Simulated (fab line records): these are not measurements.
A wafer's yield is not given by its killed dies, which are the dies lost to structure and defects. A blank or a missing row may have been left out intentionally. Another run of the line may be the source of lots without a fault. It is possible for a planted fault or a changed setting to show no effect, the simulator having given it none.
fab line records ; flow n5Finfet ; part 1 of 2: steps 1 to 14 of 22
record: lots: 5; wafers: 15; lastDay: 18
route steps=1938 shown MOL_CONTACT_COAG@574
lots with no fault: from the same line, run without faults
startH: hours from the record's first day to the start of the lot's first wafer shown ; waitH: hours from the lot's prior step to this one ; " unchanged from the row above ; L1.1+2: several wafers, shown together as one row ; - no value, or no start given ; * or withheld: withheld ; < > ~ a bound
route shown NAME@n: NAME is a module with steps in the file, n the number in the route of the first one ; usual: mean/standard deviation taken from wafers without a fault ; same: alike in all rows ; chamber/n: place in a boat ; sites: each site's reading ; _std_site: standard deviation across them ; _edge_site: the outer-site mean with the inner-site mean subtracted ; radiusMm: for every site, how far away it sits from the centre of the wafer ; mask NAME#n: copy n ; behind: tool/chamber where the wafer was last shaped ; hold: why the lot was held/for how many hours/how that ended ; device: which transistor (n, p or np) failed to switch ; end of line: the tests these same wafers got at the end of their route ; a step without rows: its recipe alone ; killed: at the first sort, the dies lost to defects and structure; wafer yield is something else ; map: the dies of a wafer, with x for killed, . for not killed, _ for no die there
set.NAME: setting as actually run; set.NAME@STEP: the setting as run at that earlier step ; model.NAME: the simulator's own value behind a step, which no gauge read
a table for each step, a row for each wafer; lots at some steps of the route
services: the hour from which a tool's chamber was out of use, counted from the record's first day as startH (under 0 if before that day), plus the number of hours and why
== steps ==
step: N5_MOL_CONTACT_COAG_OVL_MEAS_85
recipe: pointsPerWafer: 522
usual: VG_OVL: -0.1/0.72
lot.wafer;tool;chamber;startH;waitH;VG_OVL[nm]
L077.1;overlay-01;0;117.43;0.0;0.1
L077.2;overlay-01;0;117.43;0.0;0.3
L077.5;overlay-01;0;117.43;0.0;0.4
L081.1;overlay-01;0;139.98;0.0;-0.6
L081.3;overlay-01;0;139.98;0.0;-0.9
L081.5;overlay-01;0;139.98;0.0;-0.9
L086.2;overlay-02;0;172.40;0.0;0.6
L086.4;overlay-02;0;172.40;0.0;-0.1
L086.6;overlay-02;0;172.40;0.0;0.2
L089.1;overlay-01;0;190.49;0.0;-1.0
L089.2;overlay-01;0;190.49;0.0;0.5
L089.3;overlay-01;0;190.49;0.0;-1.3
L096.1;overlay-01;0;231.78;0.0;-0.5
L096.3;overlay-01;0;231.78;0.0;0.4
L096.5;overlay-01;0;231.78;0.0;-0.2
step: N5_MOL_CONTACT_COAG_INSPECT_57
recipe: mode: adi; inspectInstrument: brightfield
usual: rawDefectCount: 212/59
lot.wafer;tool;chamber;startH;waitH;rawDefectCount
L077.1;defectInspect-02;-;117.48;0.1;194
L077.2;defectInspect-02;-;117.48;0.1;205
L077.5;defectInspect-02;-;117.48;0.1;286
L081.1;defectInspect-01;-;140.04;0.1;146
L081.3;defectInspect-01;-;140.04;0.1;234
L081.5;defectInspect-01;-;140.04;0.1;146
L086.2;defectInspect-02;-;172.45;0.0;206
L086.4;defectInspect-02;-;172.45;0.0;170
L086.6;defectInspect-02;-;172.45;0.0;182
L089.1;defectInspect-02;-;190.54;0.1;97
L089.2;defectInspect-02;-;190.54;0.1;150
L089.3;defectInspect-02;-;190.54;0.1;165
L096.1;defectInspect-01;-;231.84;0.1;246
L096.3;defectInspect-01;-;231.84;0.1;220
L096.5;defectInspect-01;-;231.84;0.1;209
step: N5_MOL_CONTACT_COAG_DESCUM_88
recipe: chemistry: O2; timeS: 7; sourcePowerW: 50; biasPowerW: 20; pressureMtorr: 20; rfFrequencyHz: 2.712e+07; tempC: 40; resist: CAR-EUV; o2FlowSccm: 225
usual: drypumpMotorCurrentA: 5.8/0.57; oesProductAu: 0.76/0.057; rfVppV: 242.9/1.3; showerheadPlenumPTorr: 2.08/0.059; tempC: 39.99/0.1; throttleValvePct: 20.45/0.3
lot.wafer;tool;chamber;startH;waitH;drypumpMotorCurrentA;oesProductAu;rfHoursCounterH;rfVppV;showerheadPlenumPTorr;tempC;throttleValvePct
L077.1;rieDiel-06;2;117.83;0.3;4.9;0.70;188;243.7;2.16;40.04;20.81
L077.2;rieDiel-06;3;117.83;0.3;5.0;0.74;160;241.9;2.02;39.99;20.06
L077.5;rieDiel-06;3;117.83;0.3;5.0;0.74;-;241.0;2.02;39.86;20.07
L081.1;rieDiel-05;3;140.28;0.2;5.5;0.88;38;242.2;2.05;40.07;20.31
L081.3;rieDiel-05;2;140.28;0.2;6.3;0.72;187;243.3;2.08;40.10;20.74
L081.5;rieDiel-05;0;140.28;0.2;6.4;0.83;-;243.5;2.10;40.06;20.29
L086.2;rieDiel-02;2;172.52;0.1;6.1;0.78;109;242.6;2.10;40.01;20.39
L086.4;rieDiel-02;1;172.52;0.1;6.7;0.83;77;246.1;2.20;39.97;20.05
L086.6;rieDiel-02;1;172.52;0.1;6.7;0.83;-;244.6;2.20;40.02;20.06
L089.1;rieDiel-06;1;190.58;0.0;5.5;0.70;194;241.7;1.99;40.11;20.92
L089.2;rieDiel-06;2;190.58;0.0;4.9;0.69;216;245.0;2.15;40.31;20.83
L089.3;rieDiel-06;3;190.58;0.0;5.0;0.72;183;243.5;2.01;39.89;20.09
L096.1;rieDiel-06;2;231.87;0.0;4.9;0.67;227;244.0;2.14;40.04;20.86
L096.3;rieDiel-06;3;231.87;0.0;5.0;0.71;194;241.3;2.01;40.28;20.12
L096.5;rieDiel-06;3;231.87;0.0;5.0;0.71;-;242.8;2.01;40.08;20.11
step: N5_MOL_CONTACT_COAG_ETCH_89
recipe: chemistry: N2/H2; target: underlayer; targetDepthA: 130; maskMaterial: CAR-EUV; timeS: 10.4; ionEnergyEv: 200; pressureMtorr: 30; sourceW: 840; biasW: 150; n2FlowSccm: 200; h2FlowSccm: 200; ends: cleared
usual: biasW: 150.0/0.49; drypumpMotorCurrentA: 5.8/0.58; etchRfOnTimeS: 10.51/0.3; oesProductAu: 0.65/0.05; rfVppV: 523.4/2.2; showerheadPlenumPTorr: 2.52/0.072; throttleValvePct: 17.9/0.32
lot.wafer;tool;chamber;startH;waitH;biasW;drypumpMotorCurrentA;etchRfOnTimeS;oesProductAu;rfHoursCounterH;rfVppV;showerheadPlenumPTorr;throttleValvePct
L077.1;rieDiel-06;2;117.86;0.0;150.5;4.9;10.86;0.59;188;526.2;2.63;18.2
L077.2;rieDiel-06;3;117.86;0.0;150.2;5.0;10.58;0.63;160;520.4;2.45;17.5
L077.5;rieDiel-06;3;117.86;0.0;150.0;5.0;10.72;0.63;-;519.8;2.45;17.5
L081.1;rieDiel-05;3;140.32;0.0;150.5;5.5;10.65;0.73;38;524.6;2.49;17.7
L081.3;rieDiel-05;2;140.32;0.0;150.2;6.3;10.66;0.61;187;524.3;2.54;18.3
L081.5;rieDiel-05;0;140.32;0.0;149.6;6.4;9.96;0.71;-;523.8;2.57;17.8
L086.2;rieDiel-02;2;172.55;0.0;149.8;6.1;10.71;0.66;109;524.5;2.57;17.9
L086.4;rieDiel-02;1;172.55;0.0;150.7;6.7;10.42;0.70;77;529.2;2.67;17.4
L086.6;rieDiel-02;1;172.55;0.0;150.5;6.7;10.41;0.70;-;528.1;2.67;17.4
L089.1;rieDiel-06;1;190.61;0.0;150.5;5.5;10.47;0.60;194;519.8;2.42;18.3
L089.2;rieDiel-06;2;190.61;0.0;150.0;4.9;11.02;0.57;216;526.0;2.62;18.3
L089.3;rieDiel-06;3;190.61;0.0;148.9;5.1;10.71;0.61;183;521.0;2.44;17.5
L096.1;rieDiel-06;2;231.90;0.0;150.7;4.9;11.01;0.56;227;527.0;2.62;18.3
L096.3;rieDiel-06;3;231.90;0.0;151.1;5.0;10.69;0.61;194;522.1;2.43;17.5
L096.5;rieDiel-06;3;231.90;0.0;150.7;5.0;10.60;0.60;-;519.2;2.43;17.5
step: N5_MOL_CONTACT_COAG_ETCH_90
recipe: chemistry: CF4; target: SiARC; targetDepthA: 130; maskMaterial: CAR-EUV; timeS: 21.7; ionEnergyEv: 80; pressureMtorr: 40; sourceW: 545; biasW: 36; Ar_flow_sccm: 100; cf4FlowSccm: 100; ends: cleared
usual: biasW: 36.01/0.11; cf4FlowSccm: 99.95/0.28; drypumpMotorCurrentA: 5.8/0.58; etchRfOnTimeS: 22.0/0.6; oesProductAu: 0.64/0.049; rfVppV: 183.8/1.2; showerheadPlenumPTorr: 2.13/0.062; throttleValvePct: 15.65/0.28
lot.wafer;tool;chamber;startH;waitH;biasW;cf4FlowSccm;drypumpMotorCurrentA;etchRfOnTimeS;oesProductAu;rfHoursCounterH;rfVppV;showerheadPlenumPTorr;throttleValvePct
L077.1;rieDiel-06;2;117.88;0.0;36.02;99.81;4.9;22.9;0.59;188;185.9;2.22;16.00
L077.2;rieDiel-06;3;117.88;0.0;36.12;100.04;5.0;22.3;0.62;160;182.9;2.06;15.28
L077.5;rieDiel-06;3;117.88;0.0;36.07;100.01;5.0;22.1;0.63;-;180.8;2.06;15.27
L081.1;rieDiel-05;3;140.34;0.0;36.05;100.15;5.4;22.4;0.73;38;185.0;2.09;15.37
L081.3;rieDiel-05;2;140.34;0.0;35.78;99.99;6.3;22.1;0.62;187;183.8;2.14;15.93
L081.5;rieDiel-05;0;140.34;0.0;36.01;99.97;6.5;20.7;0.72;-;184.9;2.17;15.62
L086.2;rieDiel-02;2;172.57;0.0;35.91;100.01;6.1;22.4;0.67;109;184.7;2.15;15.58
L086.4;rieDiel-02;1;172.57;0.0;36.11;100.25;6.7;21.7;0.70;77;184.7;2.26;15.35
L086.6;rieDiel-02;1;172.57;0.0;36.14;100.06;6.7;21.7;0.70;-;185.9;2.26;15.35
L089.1;rieDiel-06;1;190.63;0.0;35.87;100.05;5.5;21.8;0.60;194;182.8;2.04;16.02
L089.2;rieDiel-06;2;190.63;0.0;35.94;99.50;4.9;22.6;0.57;216;186.1;2.20;16.06
L089.3;rieDiel-06;3;190.63;0.0;36.05;100.00;5.0;22.2;0.61;183;182.7;2.05;15.32
L096.1;rieDiel-06;2;231.92;0.0;36.13;100.53;4.9;23.1;0.57;227;183.9;2.20;16.09
L096.3;rieDiel-06;3;231.92;0.0;36.10;100.33;5.0;22.6;0.59;194;182.4;2.05;15.33
L096.5;rieDiel-06;3;231.92;0.0;35.96;100.04;5.0;22.4;0.60;-;181.0;2.05;15.33
step: N5_MOL_CONTACT_COAG_ALD_131
recipe: material: SiO2; targetThkA: 50; tempC: 100; aldPrecursorFamily: BDEAS; aldCoReactant: O2-plasma; pulseTimeS: 1; coReactantPulseTimeS: 1; purgeTimeS: 2; coReactantPurgeTimeS: 2; aldCycles: 35; pressureTorr: 2
usual: heaterPowerOuterW: 41/3.6; heaterPowerW: 76/7.5; precursorPulseHeightRel: 1.000/0.02
lot.wafer;tool;chamber;startH;waitH;heaterPowerOuterW;heaterPowerW;precursorPulseHeightRel
L077.1;aldSin-01;1;117.96;0.1;36;67;0.961
L077.2;aldSin-01;3;117.96;0.1;43;84;1.036
L077.5;aldSin-01;3;117.96;0.1;42;83;1.025
L081.1;aldSin-02;2;140.42;0.1;39;70;1.012
L081.3;aldSin-02;1;140.42;0.1;43;80;1.011
L081.5;aldSin-02;2;140.42;0.1;40;73;1.007
L086.2;aldSin-01;1;172.65;0.1;37;67;0.981
L086.4;aldSin-01;0;172.65;0.1;47;88;1.035
L086.6;aldSin-01;2;172.65;0.1;43;86;0.961
L089.1;aldSin-02;1;191.09;0.4;43;77;0.993
L089.2;aldSin-02;0;191.09;0.4;42;80;1.011
L089.3;aldSin-02;2;191.09;0.4;41;72;1.012
L096.1;aldSin-03;3;232.00;0.1;39;70;1.018
L096.3;aldSin-03;1;232.00;0.1;35;63;0.985
L096.5;aldSin-03;0;232.00;0.1;38;75;1.010
step: N5_MOL_CONTACT_COAG_ETCHBACK_132
recipe: chemistry: CHF3; target: SiO2; targetDepthA: 100; timeS: 6.7; ionEnergyEv: 200; pressureMtorr: 30; sourceW: 610; biasW: 170; Ar_flow_sccm: 200; CHF3_flow_sccm: 50
usual: biasW: 170.1/0.51; drypumpMotorCurrentA: 5.9/0.59; oesProductAu: 0.76/0.051; rfVppV: 529/10; showerheadPlenumPTorr: 2.38/0.076; throttleValvePct: 18.77/0.28
lot.wafer;tool;chamber;startH;waitH;biasW;drypumpMotorCurrentA;oesProductAu;rfHoursCounterH;rfVppV;showerheadPlenumPTorr;throttleValvePct
L077.1;rieDiel-06;0;118.14;0.1;169.5;5.8;0.70;202;508;2.25;18.93
L077.2;rieDiel-06;2;118.14;0.1;169.6;4.9;0.70;188;534;2.47;19.19
L077.5;rieDiel-06;2;118.14;0.1;169.6;4.9;0.70;-;533;2.47;19.18
L081.1;rieDiel-02;3;140.75;0.3;170.2;5.7;0.72;188;520;2.38;18.94
L081.3;rieDiel-02;0;140.75;0.3;169.7;5.7;0.79;132;543;2.38;18.73
L081.5;rieDiel-02;1;140.75;0.3;170.6;6.7;0.83;-;515;2.53;18.46
L086.2;rieDiel-05;2;172.83;0.1;170.0;6.2;0.71;195;521;2.38;19.07
L086.4;rieDiel-05;2;172.83;0.1;171.4;6.2;0.72;-;520;2.38;19.07
L086.6;rieDiel-05;1;172.83;0.1;170.3;6.7;0.77;-;536;2.42;18.44
L089.1;rieDiel-05;3;191.34;0.2;170.1;5.5;0.84;53;531;2.33;18.59
L089.2;rieDiel-05;1;191.34;0.2;170.5;6.7;0.77;117;535;2.41;18.47
L089.3;rieDiel-05;2;191.34;0.2;170.6;6.3;0.70;201;521;2.37;19.10
L096.1;rieDiel-05;0;232.18;0.1;170.1;6.4;0.80;114;539;2.41;18.83
L096.3;rieDiel-05;1;232.18;0.1;169.7;6.6;0.74;131;533;2.41;18.48
L096.5;rieDiel-05;0;232.18;0.1;170.1;6.4;0.80;-;538;2.41;18.81
step: N5_MOL_CONTACT_COAG_ETCH_91
recipe: chemistry: N2/H2; target: SOC; targetDepthA: 600; overetchA: 210; maskMaterial: SiARC; tempC: 40; timeS: 101.2; ionEnergyEv: 200; pressureMtorr: 30; sourceW: 840; biasW: 150; n2FlowSccm: 200; h2FlowSccm: 200
usual: biasW: 150.0/0.43; drypumpMotorCurrentA: 5.9/0.59; oesProductAu: 0.64/0.04; rfVppV: 523.5/2.4; showerheadPlenumPTorr: 2.53/0.076; tempC: 40.00/0.12; throttleValvePct: 17.8/0.33
lot.wafer;tool;chamber;startH;waitH;biasW;drypumpMotorCurrentA;oesProductAu;rfHoursCounterH;rfVppV;showerheadPlenumPTorr;tempC;throttleValvePct
L077.1;rieDiel-06;0;118.17;0.0;150.0;5.7;0.60;202;519.6;2.41;40.13;18.1
L077.2;rieDiel-06;2;118.17;0.0;150.8;4.9;0.60;188;525.2;2.63;39.93;18.2
L077.5;rieDiel-06;2;118.17;0.0;150.2;4.9;0.59;-;525.8;2.63;40.07;18.2
L081.1;rieDiel-02;3;140.79;0.0;150.3;5.7;0.61;188;523.5;2.51;39.89;17.9
L081.3;rieDiel-02;0;140.79;0.0;149.5;5.7;0.66;132;522.2;2.54;40.19;17.7
L081.5;rieDiel-02;1;140.79;0.0;150.4;6.7;0.70;-;528.4;2.68;40.03;17.3
L086.2;rieDiel-05;2;172.86;0.0;150.0;6.3;0.61;195;524.2;2.54;40.08;18.3
L086.4;rieDiel-05;2;172.86;0.0;149.7;6.2;0.60;-;525.4;2.54;40.10;18.3
L086.6;rieDiel-05;1;172.86;0.0;149.8;6.7;0.66;-;524.6;2.55;40.11;17.4
L089.1;rieDiel-05;3;191.37;0.0;150.3;5.5;0.72;53;521.5;2.48;39.82;17.7
L089.2;rieDiel-05;1;191.37;0.0;149.8;6.7;0.65;117;524.3;2.55;39.87;17.4
L089.3;rieDiel-05;2;191.37;0.0;150.2;6.3;0.59;201;522.8;2.53;39.91;18.3
L096.1;rieDiel-05;0;232.22;0.0;149.8;6.4;0.67;114;523.0;2.56;39.95;17.8
L096.3;rieDiel-05;1;232.22;0.0;150.7;6.7;0.64;131;525.4;2.54;40.08;17.5
L096.5;rieDiel-05;0;232.22;0.0;150.1;6.4;0.67;-;525.2;2.56;40.03;17.8
step: N5_MOL_CONTACT_COAG_STRIP_92
recipe: chemistry: N2/H2; tempC: 40; n2FlowSccm: 200; h2FlowSccm: 200; rfFrequencyHz: 6e+07
lot.wafer;tool;chamber;startH;waitH
L077.1+2+5;rieDiel-06;0,2,2;118.24;0.0
L081.1+3+5;rieDiel-02;3,0,1;140.86;0.0
L086.2+4+6;rieDiel-05;2,2,1;172.93;0.0
L089.1+2+3;rieDiel-05;3,1,2;191.44;0.0
L096.1+3+5;rieDiel-05;0,1,0;232.29;0.0
step: N5_MOL_CONTACT_COAG_STRIP_93
recipe: chemistry: N2/H2; tempC: 40; n2FlowSccm: 200; h2FlowSccm: 200; rfFrequencyHz: 6e+07
lot.wafer;tool;chamber;startH;waitH
L077.1+2+5;rieDiel-06;0,2,2;118.25;0.0
L081.1+3+5;rieDiel-02;3,0,1;140.87;0.0
L086.2+4+6;rieDiel-05;2,2,1;172.94;0.0
L089.1+2+3;rieDiel-05;3,1,2;191.45;0.0
L096.1+3+5;rieDiel-05;0,1,0;232.30;0.0
step: N5_MOL_CONTACT_COAG_ETCHBACK_135
recipe: chemistry: CHF3; target: SiO2; targetDepthA: 250; timeS: 16.7; ionEnergyEv: 200; pressureMtorr: 30; sourceW: 610; biasW: 170; Ar_flow_sccm: 200; CHF3_flow_sccm: 50
usual: biasW: 170.0/0.5; drypumpMotorCurrentA: 5.9/0.59; oesProductAu: 0.76/0.052; rfVppV: 529/10; showerheadPlenumPTorr: 2.38/0.076; throttleValvePct: 18.77/0.28
lot.wafer;tool;chamber;startH;waitH;biasW;drypumpMotorCurrentA;oesProductAu;rfHoursCounterH;rfVppV;showerheadPlenumPTorr;throttleValvePct
L077.1;rieDiel-06;0;118.26;0.0;170.7;5.8;0.71;202;508;2.25;18.94
L077.2;rieDiel-06;2;118.26;0.0;169.4;4.9;0.70;188;534;2.47;19.19
L077.5;rieDiel-06;2;118.26;0.0;170.5;4.9;0.69;-;535;2.47;19.18
L081.1;rieDiel-02;3;140.88;0.0;170.7;5.7;0.73;188;520;2.38;18.93
L081.3;rieDiel-02;0;140.88;0.0;169.8;5.7;0.80;132;546;2.38;18.75
L081.5;rieDiel-02;1;140.88;0.0;169.3;6.7;0.84;-;517;2.53;18.45
L086.2;rieDiel-05;2;172.95;0.0;169.4;6.3;0.71;195;522;2.38;19.08
L086.4;rieDiel-05;2;172.95;0.0;170.1;6.3;0.71;-;521;2.38;19.09
L086.6;rieDiel-05;1;172.95;0.0;170.5;6.6;0.77;-;534;2.42;18.44
L089.1;rieDiel-05;3;191.46;0.0;169.9;5.4;0.85;53;532;2.33;18.61
L089.2;rieDiel-05;1;191.46;0.0;169.7;6.7;0.76;117;535;2.41;18.45
L089.3;rieDiel-05;2;191.46;0.0;169.7;6.3;0.72;201;522;2.38;19.09
L096.1;rieDiel-05;0;232.31;0.0;170.5;6.4;0.82;114;537;2.41;18.82
L096.3;rieDiel-05;1;232.31;0.0;169.9;6.6;0.76;131;534;2.41;18.47
L096.5;rieDiel-05;0;232.31;0.0;170.6;6.4;0.81;-;538;2.41;18.81
step: N5_MOL_CONTACT_COAG_STRIP_118
recipe: chemistry: CHF3; resist: SiARC; rfFrequencyHz: 6e+07
lot.wafer;tool;chamber;startH;waitH
L077.1+2+5;rieDiel-06;0,2,2;118.29;0.0
L081.1+3+5;rieDiel-02;3,0,1;140.90;0.0
L086.2+4+6;rieDiel-05;2,2,1;172.98;0.0
L089.1+2+3;rieDiel-05;3,1,2;191.48;0.0
L096.1+3+5;rieDiel-05;0,1,0;232.33;0.0
step: N5_MOL_CONTACT_COAG_VIA_ETCH_46
recipe: chemistry: C4F6/O2; targetDepthA: 460; overetchA: 92; maskMaterial: SOC; target: SiO2; biasW: 455; pressureMtorr: 10; timeS: 40; sourceW: 325; Ar_flow_sccm: 300; C4F6_flow_sccm: 10; O2_flow_sccm: 10; ionEnergyEv: 575.3; ends: endPoint
usual: biasW: 454.9/1.4; drypumpMotorCurrentA: 5.9/0.59; oes_o_777_au: 0.75/0.051; oesProductAu: 0.68/0.043; rfVppV: 1600/28; showerheadPlenumPTorr: 2.84/0.09; throttleValvePct: 41.1/0.58
lot.wafer;tool;chamber;startH;waitH;biasW;drypumpMotorCurrentA;oes_o_777_au;oesProductAu;rfHoursCounterH;rfVppV;showerheadPlenumPTorr;throttleValvePct
L077.1;rieDiel-06;0;118.30;0.0;453.3;5.8;0.70;0.63;202;1542;2.69;40.6
L077.2;rieDiel-06;2;118.30;0.0;452.1;4.9;0.66;0.62;188;1617;2.95;41.8
L077.5;rieDiel-06;2;118.30;0.0;455.9;4.9;0.66;0.63;-;1616;2.95;41.8
L081.1;rieDiel-02;3;140.91;0.0;454.3;5.7;0.77;0.65;188;1579;2.84;41.7
L081.3;rieDiel-02;0;140.91;0.0;454.9;5.7;0.79;0.70;132;1642;2.85;40.9
L081.5;rieDiel-02;1;140.91;0.0;455.3;6.7;0.83;0.75;-;1563;3.01;40.5
L086.2;rieDiel-05;2;172.99;0.0;452.9;6.3;0.71;0.64;195;1580;2.84;41.9
L086.4;rieDiel-05;2;172.99;0.0;454.5;6.3;0.71;0.64;-;1578;2.84;41.9
L086.6;rieDiel-05;1;172.99;0.0;454.8;6.7;0.76;0.70;-;1616;2.88;40.7
L089.1;rieDiel-05;3;191.49;0.0;456.6;5.5;0.82;0.76;53;1610;2.78;41.3
L089.2;rieDiel-05;1;191.49;0.0;456.4;6.7;0.76;0.69;117;1615;2.88;40.7
L089.3;rieDiel-05;2;191.49;0.0;454.6;6.3;0.71;0.64;201;1580;2.84;41.9
L096.1;rieDiel-05;0;232.34;0.0;454.7;6.4;0.81;0.72;114;1623;2.88;41.1
L096.3;rieDiel-05;1;232.34;0.0;456.2;6.6;0.74;0.67;131;1616;2.87;40.7
L096.5;rieDiel-05;0;232.34;0.0;455.2;6.4;0.81;0.72;-;1621;2.88;41.2
step: N5_MOL_CONTACT_COAG_STRIP_96
recipe: chemistry: N2/H2; powerW: 500; tempC: 40; pressureMtorr: 50; rfFrequencyHz: 6e+07; overashFraction: 0.3; biasPowerW: 28; h2Frac: 0.5; n2FlowSccm: 300; h2FlowSccm: 300
usual: drypumpMotorCurrentA: 5.9/0.59; oesProductAu: 0.76/0.052; rfVppV: 121.8/1.3; showerheadPlenumPTorr: 3.34/0.097; tempC: 40.00/0.11; throttleValvePct: 18.9/0.44
same: overashFraction: 0.3
lot.wafer;tool;chamber;startH;waitH;drypumpMotorCurrentA;oesProductAu;rfHoursCounterH;rfVppV;showerheadPlenumPTorr;tempC;throttleValvePct
L077.1;rieDiel-06;0;118.36;0.0;5.8;0.70;202;122.6;3.19;39.82;19.3
L077.2;rieDiel-06;2;118.36;0.0;4.9;0.71;188;120.8;3.47;40.10;19.1
L077.5;rieDiel-06;2;118.36;0.0;5.0;0.70;-;120.5;3.47;39.94;19.2
L081.1;rieDiel-02;3;140.98;0.0;5.7;0.73;188;120.5;3.32;39.96;18.9
L081.3;rieDiel-02;0;140.98;0.0;5.7;0.80;132;123.4;3.35;40.07;18.5
L081.5;rieDiel-02;1;140.98;0.0;6.7;0.85;-;121.3;3.53;39.84;18.0
L086.2;rieDiel-05;2;173.05;0.0;6.3;0.71;195;120.8;3.35;39.98;19.7
L086.4;rieDiel-05;2;173.05;0.0;6.3;0.71;-;120.8;3.35;39.96;19.7
L086.6;rieDiel-05;1;173.05;0.0;6.7;0.77;-;120.4;3.37;39.96;18.6
L089.1;rieDiel-05;3;191.56;0.0;5.5;0.86;53;121.2;3.28;39.81;18.9
L089.2;rieDiel-05;1;191.56;0.0;6.7;0.77;117;120.9;3.37;40.07;18.6
L089.3;rieDiel-05;2;191.56;0.0;6.3;0.71;201;120.9;3.35;39.98;19.7
L096.1;rieDiel-05;0;232.41;0.0;6.5;0.79;114;123.4;3.38;40.07;18.7
L096.3;rieDiel-05;1;232.41;0.0;6.7;0.75;131;123.2;3.36;39.85;18.6
L096.5;rieDiel-05;0;232.41;0.0;6.4;0.81;-;122.7;3.38;40.15;18.7
